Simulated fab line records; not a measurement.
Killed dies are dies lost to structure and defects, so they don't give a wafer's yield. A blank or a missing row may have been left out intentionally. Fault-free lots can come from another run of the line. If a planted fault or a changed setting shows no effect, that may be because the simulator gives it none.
Chamber matching	flow n5_finfet	pecvd-03 running N5_BEOL_M8_DEP_56: 3 sister chambers
The step deposits SiCN from 3MS/NH3, target thk 10 nm, time 17.5 s. 6 wafers are shown with their chamber, then 9 later ones without.

WAFERS WITH THEIR CHAMBER
wafer	chamber	throttle_valve_pct (%)	showerhead_plenum_p_Torr (Torr)
L086.5	2	8.4	3.681
L090.4	0	9.3	3.655
L090.5	1	9.4	3.661
L089.2	2	8.6	3.680
L089.3	0	9.2	3.657
L089.6	1	9.5	3.646

WAFERS WITH NO CHAMBER GIVEN
wafer	throttle_valve_pct (%)	showerhead_plenum_p_Torr (Torr)
L092.1	9.4	3.660
L092.2	8.3	3.677
L092.6	9.4	3.654
L091.1	9.4	3.668
L091.2	8.3	3.679
L091.6	9.4	3.665
L095.2	9.1	3.654
L095.5	9.3	3.651
L095.6	8.5	3.677

WHICH CHAMBER EACH ONE RAN IN
wafer	from the rows above	in truth
L092.1	can't be placed: 1 or 0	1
L092.2	2	2
L092.6	can't be placed: 1 or 0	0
L091.1	can't be placed: 1 or 0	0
L091.2	2	2
L091.6	can't be placed: 1 or 0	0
L095.2	can't be placed: 0 or 1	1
L095.5	can't be placed: 0 or 1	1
L095.6	2	2
3 of 9 placed correctly. From these rows, 6 cannot be placed; in 6 the true chamber is one of the candidates. Wrongly placed: 0.
How it was worked out, from the rows above alone: a wafer's distance from a chamber is the root of the sum, over the readings, of the square of ((its reading less the chamber's mean) divided by the reading's scatter). If the next closest chamber is less than 2 further off than the closest, the wafer can't be placed; otherwise it belongs to the closest. The mean given for a chamber averages the wafers shown for that chamber. The scatter: take each reading less its chamber's mean, square it, sum over the shown wafers, divide by the number of wafers less the number of chambers, and take the root.
